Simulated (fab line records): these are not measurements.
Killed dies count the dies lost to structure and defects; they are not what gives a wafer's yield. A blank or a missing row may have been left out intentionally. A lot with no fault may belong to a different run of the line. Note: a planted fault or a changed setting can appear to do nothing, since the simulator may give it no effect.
fab line records | flow n5Finfet | part 1 of 2: steps 1 to 21 of 26
record lots=5 wafers=15 lastDay=18
route steps=1938 shown BEOL_M13@1671
lots that met no fault: from a run of the same line without faults
startH: hours from the record's first day to the start of the lot's first wafer shown | waitH: hours since the lot's step before | " same as the row above | L1.1+2: a row that stands for several wafers | - no value, or no start was given | * or withheld: withheld | < > ~ a bound
route shown NAME@n: a module of which the file shows steps, and the number in the route of the first | usual: the fault-free wafers' mean and standard deviation | same: alike in all rows | chamber/n: place in a boat | sites: the reading at each site | _std_site: how widely they spread, as a standard deviation | _edge_site: the outer-site mean with the inner-site mean subtracted | radiusMm: how far each site lies from the wafer's centre | mask NAME#n: copy n | behind: the tool/chamber that last shaped the wafer | hold: why the lot was held/for how many hours/how that ended | device: whichever transistor did not switch (one of n, p or np) | end of line: the same wafers' tests at the end of the route | a step with no rows: only its recipe | killed: at the first sort, the dies lost to defects and structure; wafer yield is something else | map: a wafer's dies, marking killed ones x, the rest . and places with no die _
set.NAME: setting as actually run; set.NAME@STEP: the setting as run at that earlier step | model.NAME: the simulator's own value behind a step, which no gauge read
lots at some steps of the route; a table a step, a row a wafer
services: when a tool's chamber went out of use (startH, in hours from the record's first day, below 0 if earlier), for how many hours, and the reason
## steps
# step N5_BEOL_M13_INSPECT_12
# recipe mode=adi inspectInstrument=macro
# usual rawDefectCount=2.0/1.4
# columns lot.wafer tool chamber startH waitH rawDefectCount
L078.1 defectInspect-01 - 283.95 0.0 3
L078.4 " - " " 3
L078.5 " - " " 3
L079.2 defectInspect-02 - 284.61 0.0 2
L079.3 " - " " 1
L079.5 " - " " 0
L089.2 defectInspect-01 - 339.99 0.0 2
L089.3 " - " " 0
L089.4 " - " " 2
L092.4 defectInspect-02 - 356.68 0.0 4
L092.5 " - " " 4
L092.6 " - " " 3
L097.1 defectInspect-01 - 390.10 0.0 2
L097.4 " - " " 1
L097.6 " - " " 6
# step N5_BEOL_M13_DESCUM_15
# recipe chemistry=O2 timeS=7.9 sourcePowerW=50 biasPowerW=20 pressureMtorr=20 rfFrequencyHz=2.712e+07 tempC=40 o2FlowSccm=225
# usual chamberPressureMTorr=20.003/0.02 drypumpMotorCurrentA=5.6/0.44 oesProductAu=0.80/0.083 rfVppV=243.2/1.4 showerheadPlenumPTorr=2.10/0.074 throttleValvePct=20.55/0.19
# columns lot.wafer tool chamber startH waitH chamberPressureMTorr drypumpMotorCurrentA oesProductAu rfHoursCounterH rfVppV showerheadPlenumPTorr throttleValvePct
L078.1 rieDiel-06 0 283.98 0.0 20.003 5.2 0.79 107 241.6 2.01 20.22
L078.4 " 1 " " 20.022 5.7 0.73 - 242.2 2.07 20.65
L078.5 " 0 " " 20.042 5.2 0.79 - 242.1 2.01 20.23
L079.2 rieDiel-06 1 284.64 0.0 19.978 5.7 0.73 209 243.9 2.07 20.66
L079.3 " 0 " " 20.038 5.2 0.78 107 242.3 2.01 20.21
L079.5 " 3 " " 19.999 6.2 0.84 - 244.8 2.11 20.32
L089.2 rieDiel-04 2 340.03 0.0 19.984 5.7 0.92 25 245.6 2.25 20.75
L089.3 " 3 " " 20.040 5.1 0.80 92 241.2 2.04 20.59
L089.4 " 3 " " 19.979 5.2 0.80 - 242.3 2.04 20.60
L092.4 rieDiel-03 3 357.29 0.6 20.037 6.3 0.82 - 245.2 2.12 20.75
L092.5 " 1 " " 20.006 5.3 0.81 - 246.7 2.22 20.60
L092.6 " 0 " " 19.982 5.1 0.70 - 242.4 2.05 20.53
L097.1 rieDiel-06 0 390.23 0.1 20.033 5.2 0.76 137 240.3 2.00 20.28
L097.4 " 1 " " 20.019 5.7 0.70 240 243.1 2.06 20.69
L097.6 " 1 " " 20.003 5.7 0.70 - 241.9 2.06 20.69
# step N5_BEOL_M13_ETCH_59
# recipe chemistry=N2/H2 target=BARC targetDepthA=890 overetchA=267 timeS=67.9 ionEnergyEv=200 pressureMtorr=30 sourceW=840 biasW=150 n2FlowSccm=200 h2FlowSccm=200
# usual chamberPressureMTorr=29.999/0.028 drypumpMotorCurrentA=5.6/0.44 oesProductAu=0.68/0.069 rfVppV=524.2/2.4 showerheadPlenumPTorr=2.56/0.086 throttleValvePct=18.06/0.27
# columns lot.wafer tool chamber startH waitH chamberPressureMTorr drypumpMotorCurrentA oesProductAu rfHoursCounterH rfVppV showerheadPlenumPTorr throttleValvePct
L078.1 rieDiel-06 0 284.02 0.0 30.003 5.2 0.68 107 521.6 2.44 17.61
L078.4 " 1 " " 29.987 5.7 0.61 - 523.1 2.52 18.14
L078.5 " 0 " " 30.003 5.2 0.68 - 521.9 2.44 17.63
L079.2 rieDiel-06 1 284.68 0.0 29.975 5.7 0.61 209 524.6 2.52 18.14
L079.3 " 0 " " 29.943 5.2 0.68 107 522.1 2.44 17.63
L079.5 " 3 " " 29.987 6.2 0.71 - 525.3 2.58 17.87
L089.2 rieDiel-04 2 340.06 0.0 30.005 5.7 0.78 25 526.8 2.72 18.22
L089.3 " 3 " " 29.964 5.1 0.69 92 521.5 2.46 17.93
L089.4 " 3 " " 30.003 5.1 0.69 - 520.9 2.46 17.93
L092.4 rieDiel-03 3 357.33 0.0 29.998 6.4 0.69 - 524.2 2.60 18.52
L092.5 " 1 " " 29.986 5.4 0.69 - 527.9 2.67 17.92
L092.6 " 0 " " 29.997 5.1 0.59 - 523.2 2.52 18.19
L097.1 rieDiel-06 0 390.27 0.0 30.009 5.2 0.65 137 521.2 2.42 17.68
L097.4 " 1 " " 30.018 5.7 0.58 240 522.1 2.51 18.20
L097.6 " 1 " " 29.996 5.7 0.59 - 522.6 2.51 18.20
# step N5_BEOL_M13_VIA_ETCH_16
# recipe chemistry=C4F8/O2/Ar target=SiOC pressureMtorr=30 sourceW=3000 biasW=700 Ar_flow_sccm=400 C4F8_flow_sccm=15 O2_flow_sccm=8 heInnerTorr=15 heOuterTorr=30 targetDepthA=9217 timeS=withheld ionEnergyEv=250 ends=cleared
# usual chamberPressureMTorr=29.997/0.026 drypumpMotorCurrentA=5.6/0.44 oesProductAu=0.72/0.077 rfVppV=665.8/3 showerheadPlenumPTorr=3.43/0.11 throttleValvePct=24.32/0.18
# columns lot.wafer tool chamber startH waitH chamberPressureMTorr drypumpMotorCurrentA oesProductAu rfVppV showerheadPlenumPTorr throttleValvePct
L078.1 rieDiel-06 0 284.07 0.0 30.000 5.2 0.71 663.2 3.29 23.99
L078.4 " 1 " " 29.981 5.7 0.65 664.2 3.35 24.25
L078.5 " 0 " " 29.951 5.2 0.71 662.4 3.29 24.00
L079.2 rieDiel-06 1 284.73 0.0 30.034 5.7 0.65 665.7 3.35 24.25
L079.3 " 0 " " 29.992 5.2 0.71 662.9 3.29 24.01
L079.5 " 3 " " 29.998 6.2 0.74 666.1 3.49 24.29
L089.2 rieDiel-04 2 340.11 0.0 30.013 5.7 0.83 671.2 3.63 24.46
L089.3 " 3 " " 30.022 5.1 0.73 664.0 3.31 24.20
L089.4 " 3 " " 29.977 5.2 0.73 662.0 3.31 24.19
L092.4 rieDiel-03 3 357.46 0.1 29.969 6.4 0.75 666.1 3.47 24.62
L092.5 " 1 " " 30.054 5.4 0.74 669.5 3.60 24.40
L092.6 " 0 " " 30.020 5.1 0.62 664.1 3.39 24.46
L097.1 rieDiel-06 0 390.32 0.0 30.023 5.2 0.68 661.7 3.28 24.05
L097.4 " 1 " " 29.990 5.7 0.64 662.5 3.33 24.29
L097.6 " 1 " " 30.018 5.7 0.63 665.4 3.33 24.29
# step N5_BEOL_M13_STRIP_63
# recipe chemistry=N2/H2 powerW=1000 tempC=250 h2Frac=0.65 overashFraction=0.3 pressureMtorr=1000 n2FlowSccm=1750 h2FlowSccm=3250
# usual chamberPressureMTorr=999.7/0.85 drypumpMotorCurrentA=6.24/0.26 heaterPowerW=312/21 oesProductAu=0.674/0.005 stripTimeToEndpointS=27.7/1.4
# columns lot.wafer tool chamber startH waitH chamberPressureMTorr drypumpMotorCurrentA heaterPowerW oesProductAu rfHoursCounterH stripTimeToEndpointS
L078.1 plasmaAsher-02 0 284.30 - 999.9 5.99 340 0.673 129 28.8
L078.4 " 1 " " 999.3 5.96 288 0.670 - 28.2
L078.5 " 1 " " 1001.3 5.97 287 0.677 - 27.9
L079.2 plasmaAsher-02 1 284.96 - 999.2 5.92 290 0.676 129 28.4
L079.3 " 0 " " 1001.3 6.01 334 0.677 - 30.7
L079.5 " 1 " " 1000.1 5.95 297 0.680 - 28.9
L089.2 plasmaAsher-02 1 340.35 - 1000.1 5.95 294 0.669 141 26.8
L089.3 " 0 " " 999.4 6.03 350 0.678 - 28.2
L089.4 " 1 " " 999.0 5.95 293 0.666 - 26.7
L092.4 plasmaAsher-01 0 357.61 - 999.5 6.49 296 0.673 - 26.2
L092.5 " 0 " " 1000.4 6.51 304 0.673 - 28.0
L092.6 " 1 " " 1000.1 6.50 325 0.680 - 28.7
L097.1 plasmaAsher-02 0 390.55 - 999.8 6.02 341 0.680 151 28.4
L097.4 " 0 " " 1001.2 6.00 335 0.674 - 26.6
L097.6 " 0 " " 998.2 5.99 334 0.680 - 27.0
# step N5_BEOL_M13_STRIP_64
# recipe chemistry=N2/H2 powerW=1000 tempC=250 h2Frac=0.65 overashFraction=0.3 pressureMtorr=withheld n2FlowSccm=1750 h2FlowSccm=3250
# usual drypumpMotorCurrentA=6.24/0.27 heaterPowerW=313/20 oesProductAu=0.714/0.0045 stripTimeToEndpointS=31.28/0.072
# columns lot.wafer tool chamber startH waitH drypumpMotorCurrentA heaterPowerW oesProductAu rfHoursCounterH stripTimeToEndpointS
L078.1 plasmaAsher-02 0 284.36 0.0 6.02 337 0.712 129 31.15
L078.4 " 1 " " 5.96 284 0.719 - 31.21
L078.5 " 1 " " 5.97 285 0.715 - 31.29
L079.2 plasmaAsher-02 1 285.02 0.0 5.94 296 0.720 129 31.27
L079.3 " 0 " " 5.99 340 0.717 - 31.19
L079.5 " 1 " " 5.93 290 0.711 - 31.25
L089.2 plasmaAsher-02 1 340.41 0.0 5.92 293 0.710 141 31.43
L089.3 " 0 " " 6.02 342 0.716 - 31.32
L089.4 " 1 " " 5.91 295 0.715 - 31.32
L092.4 plasmaAsher-01 0 357.67 0.0 6.50 298 0.718 - 31.26
L092.5 " 0 " " 6.51 299 0.719 - 31.30
L092.6 " 1 " " 6.51 313 0.716 - 31.29
L097.1 plasmaAsher-02 0 390.61 0.0 6.01 345 0.717 151 31.25
L097.4 " 0 " " 6.03 343 0.716 - 31.20
L097.6 " 0 " " 5.99 343 0.722 - 31.24
# step N5_BEOL_M13_STRIP_71
# recipe chemistry=postEtchResidueRemover timeS=60 tempC=25 removerPh=withheld removerWaterWtPct=withheld removerFluorideWtPct=withheld
# columns lot.wafer tool chamber startH waitH
L078.1+4+5 wetBench-05 7,1,5 284.45 0.1
L079.2+3+5 wetBench-01 3,2,7 285.11 0.1
L089.2+3+4 wetBench-01 0,3,5 340.50 0.1
L092.4+5+6 wetBench-05 0,5,2 357.74 0.0
L097.1+4+6 wetBench-01 4,6,2 390.70 0.1
# step N5_BEOL_M13_SRD_72
# recipe timeS=30 tempC=23 rinseLiquid=diw dry=n2Spin spinRpm=1500 dryTimeS=30
# columns lot.wafer tool chamber startH waitH
L078.1+4+5 wetBench-05 7,1,5 284.47 0.0
L079.2+3+5 wetBench-01 3,2,7 285.13 0.0
L089.2+3+4 wetBench-01 0,3,5 340.52 0.0
L092.4+5+6 wetBench-05 0,5,2 357.76 0.0
L097.1+4+6 wetBench-01 4,6,2 390.72 0.0
# step N5_BEOL_M13_CD_MEAS_17
# recipe targetCdNm=190 polarity=opening
# usual cdNm=189.5/1.9
# columns lot.wafer tool chamber startH waitH cdNm
L078.1 cdSem-02 - 284.51 0.0 187.8
L078.4 " - " " 190.1
L078.5 " - " " 189.3
L079.2 cdSem-02 - 285.18 0.0 187.0
L079.3 " - " " 185.9
L079.5 " - " " 187.9
L089.2 cdSem-01 - 340.56 0.0 192.3
L089.3 " - " " 190.2
L089.4 " - " " 190.3
L092.4 cdSem-01 - 357.80 0.0 188.7
L092.5 " - " " 190.1
L092.6 " - " " 187.7
L097.1 cdSem-03 - 390.76 0.0 189.1
L097.4 " - " " 188.4
L097.6 " - " " 188.1
# step N5_BEOL_M13_COAT_65
# recipe resist=SOC tempC=250 timeS=60 spinRpm=1500 resistThkNm=350
# usual resistLineTempC=23.03/0.089 spinSpeedRpm=1499.8/0.88
# columns lot.wafer tool chamber startH waitH resistLineTempC spinSpeedRpm
L078.1 lithoTrack-01 0 284.55 0.0 22.89 1500.1
L078.4 " 0 " " 23.09 1501.0
L078.5 " 0 " " 23.07 1501.3
L079.2 lithoTrack-03 0 285.21 0.0 23.03 1500.1
L079.3 " 0 " " 23.20 1500.1
L079.5 " 0 " " 23.03 1501.0
L089.2 lithoTrack-02 0 340.59 0.0 23.08 1497.4
L089.3 " 0 " " 22.98 1500.3
L089.4 " 0 " " 23.02 1498.7
L092.4 lithoTrack-01 0 357.84 0.0 23.04 1500.2
L092.5 " 0 " " 22.97 1499.3
L092.6 " 0 " " 23.05 1500.5
L097.1 lithoTrack-01 0 390.80 0.0 23.04 1499.5
L097.4 " 0 " " 23.17 1500.3
L097.6 " 0 " " 23.04 1499.2
# step N5_BEOL_M13_COAT_66
# recipe resist=SiARC tempC=220 timeS=60 spinRpm=1500 resistThkNm=110
# usual resistLineTempC=23.00/0.097 spinSpeedRpm=1499.8/0.83
# columns lot.wafer tool chamber startH waitH resistLineTempC spinSpeedRpm
L078.1 lithoTrack-01 0 - - 23.16 1500.7
L078.4 " 0 " " 23.00 1498.2
L078.5 " 0 " " 22.98 1499.6
L079.2 lithoTrack-03 0 - - 23.08 1499.0
L079.3 " 0 " " 23.12 1498.8
L079.5 " 0 " " 23.05 1498.6
L089.2 lithoTrack-02 0 - - 22.90 1498.7
L089.3 " 0 " " 22.78 1500.0
L089.4 " 0 " " 23.09 1499.5
L092.4 lithoTrack-01 0 - - 22.83 1499.4
L092.5 " 0 " " 22.98 1500.3
L092.6 " 0 " " 22.84 1499.8
L097.1 lithoTrack-01 0 - - 22.86 1498.9
L097.4 " 0 " " 23.01 1499.0
L097.6 " 0 " " 22.96 1499.5
# step N5_BEOL_M13_COAT_22
# recipe spinRpm=2888 resistThkNm=300
# usual resistLineTempC=23.01/0.1 spinSpeedRpm=2887.9/1.5
# columns lot.wafer tool chamber startH waitH resistLineTempC spinSpeedRpm
L078.1 lithoTrack-01 0 - - 23.05 2887.8
L078.4 " 0 " " 23.17 2886.3
L078.5 " 0 " " 23.03 2886.6
L079.2 lithoTrack-03 0 - - 22.93 2888.6
L079.3 " 0 " " 22.87 2889.5
L079.5 " 0 " " 23.20 2888.8
L089.2 lithoTrack-02 0 - - 23.08 2887.7
L089.3 " 0 " " 23.15 2889.2
L089.4 " 0 " " 23.27 2888.2
L092.4 lithoTrack-01 0 - - 22.98 2886.3
L092.5 " 0 " " 22.90 2887.1
L092.6 " 0 " " 22.84 2884.8
L097.1 lithoTrack-01 0 - - 22.99 2887.6
L097.4 " 0 " " 23.08 2887.6
L097.6 " 0 " " 22.97 2886.7
# step N5_BEOL_M13_EBR_24
# recipe solvent=PGMEA ebrWidthMm=1.5
# usual resistLineTempC=22.99/0.11
# columns lot.wafer tool chamber startH waitH resistLineTempC
L078.1 lithoTrack-01 0 - - 22.94
L078.4 " 0 " " 23.09
L078.5 " 0 " " 23.05
L079.2 lithoTrack-03 0 - - 23.06
L079.3 " 0 " " 23.08
L079.5 " 0 " " 23.05
L089.2 lithoTrack-02 0 - - 22.86
L089.3 " 0 " " 22.99
L089.4 " 0 " " 23.01
L092.4 lithoTrack-01 0 - - 22.89
L092.5 " 0 " " 22.84
L092.6 " 0 " " 22.87
L097.1 lithoTrack-01 0 - - 23.03
L097.4 " 0 " " 22.95
L097.6 " 0 " " 22.96
# step N5_BEOL_M13_SOFTBAKE_23
# recipe tempC=130 timeS=60
# usual resistLineTempC=23.01/0.12
# columns lot.wafer tool chamber startH waitH resistLineTempC
L078.1 lithoTrack-01 0 - - 23.28
L078.4 " 0 " " 23.01
L078.5 " 0 " " 23.13
L079.2 lithoTrack-03 0 - - 23.14
L079.3 " 0 " " 23.04
L079.5 " 0 " " 23.14
L089.2 lithoTrack-02 0 - - 23.17
L089.3 " 0 " " 23.01
L089.4 " 0 " " 23.20
L092.4 lithoTrack-01 0 - - 22.79
L092.5 " 0 " " 22.82
L092.6 " 0 " " 22.85
L097.1 lithoTrack-01 0 - - 22.94
L097.4 " 0 " " 22.89
L097.6 " 0 " " 23.06
# step N5_BEOL_M13_EXPOSE_25
# recipe maskId=M13 na=0.93 sourceShape=conventional sigmaOuter=0.4 polarization=unpolarized targetCdNm=210 doseMj=22
# columns lot.wafer tool chamber startH waitH mask
L078.1+4+5 krfScanner-02 0 284.79 - M13#0
L079.2+3+5 krfScanner-02 0 285.34 - M13#0
L089.2+3+4 krfScanner-02 0 340.72 - M13#0
L092.4+5+6 krfScanner-02 0 357.97 - M13#0
L097.1+4+6 krfScanner-01 0 391.04 - M13#0
# step N5_BEOL_M13_PEB_26
# recipe pebTempC=130 pebTimeS=90
# usual resistLineTempC=22.98/0.11
# columns lot.wafer tool chamber startH waitH resistLineTempC
L078.1 lithoTrack-01 0 284.85 0.1 23.03
L078.4 " 0 " " 23.08
L078.5 " 0 " " 23.14
L079.2 lithoTrack-03 0 285.39 0.0 22.91
L079.3 " 0 " " 22.92
L079.5 " 0 " " 22.94
L089.2 lithoTrack-02 0 340.77 0.0 22.90
L089.3 " 0 " " 22.88
L089.4 " 0 " " 22.97
L092.4 lithoTrack-01 0 358.01 0.0 22.88
L092.5 " 0 " " 22.93
L092.6 " 0 " " 22.87
L097.1 lithoTrack-01 0 391.10 0.1 22.85
L097.4 " 0 " " 22.97
L097.6 " 0 " " 22.86
# step N5_BEOL_M13_DEVELOP_27
# recipe developTimeS=45 rinseLiquid=diw dry=airSpin devTempC=21
# usual developerTempC=21.01/0.11 resistLineTempC=23.00/0.11
# columns lot.wafer tool chamber startH waitH developerTempC resistLineTempC
L078.1 lithoTrack-01 0 - - 21.15 23.15
L078.4 " 0 " " 21.26 23.10
L078.5 " 0 " " 21.17 22.96
L079.2 lithoTrack-03 0 - - 20.89 23.10
L079.3 " 0 " " 21.07 22.86
L079.5 " 0 " " 20.91 22.97
L089.2 lithoTrack-02 0 - - 21.00 23.14
L089.3 " 0 " " 21.12 23.02
L089.4 " 0 " " 21.21 23.13
L092.4 lithoTrack-01 0 - - 20.86 22.91
L092.5 " 0 " " 20.95 23.11
L092.6 " 0 " " 20.88 23.11
L097.1 lithoTrack-01 0 - - 20.93 22.96
L097.4 " 0 " " 20.75 22.86
L097.6 " 0 " " 21.03 22.91
# step N5_BEOL_M13_HARDBAKE_32
# recipe tempC=130 timeS=120
# usual resistLineTempC=23.04/0.11
# columns lot.wafer tool chamber startH waitH resistLineTempC
L078.1 lithoTrack-01 0 - - 22.76
L078.4 " 0 " " 22.83
L078.5 " 0 " " 23.02
L079.2 lithoTrack-03 0 - - 23.22
L079.3 " 0 " " 23.18
L079.5 " 0 " " 23.05
L089.2 lithoTrack-02 0 - - 22.89
L089.3 " 0 " " 23.11
L089.4 " 0 " " 23.13
L092.4 lithoTrack-01 0 - - 23.13
L092.5 " 0 " " 22.98
L092.6 " 0 " " 23.06
L097.1 lithoTrack-01 0 - - 22.95
L097.4 " 0 " " 23.02
L097.6 " 0 " " 23.26
# step N5_BEOL_M13_CD_MEAS_28
# recipe targetCdNm=209.5 landingEnergyEv=500 detector=seInlens
# usual cdNm=208.8/1.5
# columns lot.wafer tool chamber startH waitH cdNm
L078.1 cdSem-02 0 284.96 - 209.4
L078.4 " 0 " " 208.4
L078.5 " 0 " " 210.0
L079.2 cdSem-02 0 285.50 - 210.4
L079.3 " 0 " " 210.0
L079.5 " 0 " " 210.8
L089.2 cdSem-01 0 340.88 - 208.7
L089.3 " 0 " " 208.7
L089.4 " 0 " " 207.2
L092.4 cdSem-02 0 358.13 - 209.8
L092.5 " 0 " " 211.5
L092.6 " 0 " " 208.4
L097.1 cdSem-01 0 391.21 - 208.9
L097.4 " 0 " " 209.6
L097.6 " 0 " " 209.3
# step N5_BEOL_M13_OVL_MEAS_29
# recipe pointsPerWafer=44
# usual M13_OVL=1/5.3
# columns lot.wafer tool chamber startH waitH M13_OVL[nm]
L078.1 overlay-02 0 284.99 0.0 0
L078.4 " 0 " " -2
L078.5 " 0 " " -3
L079.2 overlay-02 0 285.53 0.0 7
L079.3 " 0 " " 1
L079.5 " 0 " " 4
L089.2 overlay-01 0 340.91 0.0 3
L089.3 " 0 " " -3
L089.4 " 0 " " -7
L092.4 overlay-02 0 358.16 0.0 3
L092.5 " 0 " " -1
L092.6 " 0 " " 1
L097.1 overlay-01 0 391.24 0.0 2
L097.4 " 0 " " -3
L097.6 " 0 " " 0
# step N5_BEOL_M13_INSPECT_30
# recipe mode=adi inspectInstrument=macro
# usual rawDefectCount=2.0/1.6
# columns lot.wafer tool chamber startH waitH rawDefectCount
L078.1 defectInspect-02 - 285.02 0.0 2
L078.4 " - " " 3
L078.5 " - " " 4
L079.2 defectInspect-01 - 285.56 0.0 1
L079.3 " - " " 1
L079.5 " - " " 5
L089.2 defectInspect-02 - 340.94 0.0 4
L089.3 " - " " 1
L089.4 " - " " 3
L092.4 defectInspect-01 - 358.18 0.0 1
L092.5 " - " " 0
L092.6 " - " " 1
L097.1 defectInspect-02 - 391.27 0.0 0
L097.4 " - " " 2
L097.6 " - " " 2
